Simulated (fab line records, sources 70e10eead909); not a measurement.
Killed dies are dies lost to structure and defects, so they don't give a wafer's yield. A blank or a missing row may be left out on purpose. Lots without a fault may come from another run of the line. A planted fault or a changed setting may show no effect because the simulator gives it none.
Which tool did it? | flow nand_harc | 11 lots, 33 wafers sampled, at 4 steps of a route of 1159

WHAT THE GAUGES READ, wafer by wafer
NHARC_A_M0_THK_MEAS_24: measures by xrf.
lot  | measured     | on            | thk_nm (nm)
L265 | day 17 11:47 | film_metro-02 | 113.0 114.4 114.6
L268 | day 17 21:41 | film_metro-01 | 113.4 115.5 112.4
L266 | day 17 22:53 | film_metro-02 | 108.9 111.1 114.3
L270 | day 18 00:14 | film_metro-02 | 114.5 116.0 114.2
L273 | day 19 13:43 | film_metro-01 | 113.5 113.0 113.5
L272 | day 19 16:37 | film_metro-01 | 114.6 114.8 114.5
L276 | day 20 13:11 | film_metro-02 | 112.7 113.6 114.0
L280 | day 21 15:04 | film_metro-01 | 115.6 113.4 114.3
L281 | day 21 21:49 | film_metro-01 | 115.4 116.1 114.8
L279 | day 21 22:13 | film_metro-01 | 115.6 115.5 116.8
L287 | day 23 10:08 | film_metro-02 | 112.7 115.3 114.7

WHICH TOOL RAN EACH LOT (tool, then ch and the chambers of the sampled wafers, then the start)
lot  | NHARC_A_BLC_STRIP_21               | NHARC_A_BLC_ALD_23                  | NHARC_A_M0_PVD_20
L265 | rie_diel-03 ch 1,2,3, day 17 06:31 | ald_metal-03 ch 1,2,3, day 17 07:12 | pvd_sputter-03, day 17 10:31
L268 | rie_diel-12 ch 0,1, day 17 13:39   | ald_metal-02 ch 0,1, day 17 14:36   | pvd_sputter-02, day 17 20:21
L266 | rie_diel-08 ch 1,2,3, day 17 14:16 | ald_metal-03 ch 0,1,3, day 17 15:19 | pvd_sputter-03, day 17 21:34
L270 | rie_diel-12 ch 0,2,3, day 17 15:28 | ald_metal-02 ch 0,1,2, day 17 16:11 | pvd_sputter-03, day 17 22:56
L273 | rie_diel-12 ch 2,3, day 19 08:18   | ald_metal-02 ch 1,3, day 19 08:58   | pvd_sputter-02, day 19 12:18
L272 | rie_diel-03 ch 0,2,3, day 19 11:18 | ald_metal-01 ch 0,2,3, day 19 12:01 | pvd_sputter-01, day 19 15:19
L276 | rie_diel-03 ch 1,2,3, day 20 07:43 | ald_metal-02 ch 1,3, day 20 08:23   | pvd_sputter-01, day 20 11:54
L280 | rie_diel-12 ch 0,2,3, day 21 06:59 | ald_metal-02 ch 0,1,3, day 21 07:40 | pvd_sputter-03, day 21 13:47
L281 | rie_diel-12 ch 2,3, day 21 14:45   | ald_metal-03 ch 0,1, day 21 15:25   | pvd_sputter-02, day 21 20:31
L279 | rie_diel-03 ch 0,1,2, day 21 16:02 | ald_metal-02 ch 0,1,2, day 21 16:49 | pvd_sputter-01, day 21 20:56
L287 | rie_diel-03 ch 0,2,3, day 22 23:56 | ald_metal-02 ch 1,2, day 23 00:40   | pvd_sputter-02, day 23 08:52
- NHARC_A_BLC_STRIP_21: strips in O2.
- NHARC_A_BLC_ALD_23: deposits TiN, target thk 3 nm, pulse time 1 s, ald cycles 150.
- NHARC_A_M0_PVD_20: deposits TaN, target thk 5 nm, time 8.06 s.

THE ANSWER, worked out from the rows above alone
Rule: what is usual is taken from the lots themselves. Put in order of their means at a reading, lots are off if they are a third of the lots or fewer, leave a main group of 4 or more, and stand apart from it by a gap of 3 or more times the standard deviation of the main group's means; of several such gaps the widest counts. A main group whose means are all the same, to the digits that the tables above print for the reading, isn't used. A lot without any number at a reading at which 4 lots or more have one is off too. The other lots that the step has rows for count as sound.
No lot is off at any reading shown: from this, nothing can be told.

WHAT THE SIMULATOR HAD PUT IN
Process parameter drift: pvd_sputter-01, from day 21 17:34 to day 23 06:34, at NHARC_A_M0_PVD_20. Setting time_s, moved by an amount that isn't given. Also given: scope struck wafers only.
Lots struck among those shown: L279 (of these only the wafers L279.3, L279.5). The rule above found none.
